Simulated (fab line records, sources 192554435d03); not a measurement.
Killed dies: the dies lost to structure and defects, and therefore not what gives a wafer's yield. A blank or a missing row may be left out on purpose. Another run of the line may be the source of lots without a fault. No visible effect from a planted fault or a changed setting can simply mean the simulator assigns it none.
Matching of chambers :: flow n5Finfet :: rieDiel-03 running N5_PMOS_HMC_CHANNEL_EPI_DESCUM_14: 4 sister chambers
The step chemistry O2, time 7.9 s. 8 wafers are shown with their chamber, then 8 later ones without.

## WAFERS PAIRED WITH THEIR CHAMBERS
wafer: L077.2
chamber: 3
drypumpMotorCurrentA (A): 5.6
throttleValvePct (%): 20.5

wafer: L086.5
chamber: 2
drypumpMotorCurrentA (A): 5.0
throttleValvePct (%): 20.6

wafer: L088.5
chamber: 3
drypumpMotorCurrentA (A): 5.7
throttleValvePct (%): 20.2

wafer: L088.6
chamber: 0
drypumpMotorCurrentA (A): 5.9
throttleValvePct (%): 20.4

wafer: L091.4
chamber: 1
drypumpMotorCurrentA (A): 6.0
throttleValvePct (%): 20.5

wafer: L091.5
chamber: 1
drypumpMotorCurrentA (A): 6.0
throttleValvePct (%): 20.5

wafer: L091.6
chamber: 2
drypumpMotorCurrentA (A): 5.0
throttleValvePct (%): 20.6

wafer: L092.1
chamber: 0
drypumpMotorCurrentA (A): 5.9
throttleValvePct (%): 20.4

## WAFERS MISSING THEIR CHAMBER
wafer: L092.2
drypumpMotorCurrentA (A): 5.6
throttleValvePct (%): 20.2

wafer: L092.4
drypumpMotorCurrentA (A): 6.0
throttleValvePct (%): 20.5

wafer: L095.2
drypumpMotorCurrentA (A): 5.9
throttleValvePct (%): 20.4

wafer: L095.4
drypumpMotorCurrentA (A): 5.6
throttleValvePct (%): 20.2

wafer: L095.5
drypumpMotorCurrentA (A): 5.0
throttleValvePct (%): 20.6

wafer: L097.1
drypumpMotorCurrentA (A): 5.1
throttleValvePct (%): 20.6

wafer: L097.4
drypumpMotorCurrentA (A): 6.0
throttleValvePct (%): 20.6

wafer: L097.6
drypumpMotorCurrentA (A): 5.6
throttleValvePct (%): 20.2

## WHICH CHAMBER EACH WENT THROUGH
wafer: L092.2
from the rows above: 3
in truth: 3

wafer: L092.4
from the rows above: 1
in truth: 1

wafer: L095.2
from the rows above: 0
in truth: 0

wafer: L095.4
from the rows above: 3
in truth: 3

wafer: L095.5
from the rows above: 2
in truth: 2

wafer: L097.1
from the rows above: 2
in truth: 2

wafer: L097.4
from the rows above: 1
in truth: 1

wafer: L097.6
from the rows above: 3
in truth: 3
Correctly placed: 8 of 8. From these rows, 0 cannot be placed. 0 placed wrongly.
How it was worked out, from the rows above alone: a wafer's distance from a chamber is the root of the sum, over the readings, of the square of ((its reading less the chamber's mean) divided by the reading's scatter). The wafer belongs to the nearest chamber; if the next one is less than 2 further off, it can't be placed. Each chamber's mean is taken over the wafers shown for it. The scatter is the square root of a quotient: the sum, over the shown wafers, of each reading's squared deviation from its chamber's mean, divided by wafers minus chambers.
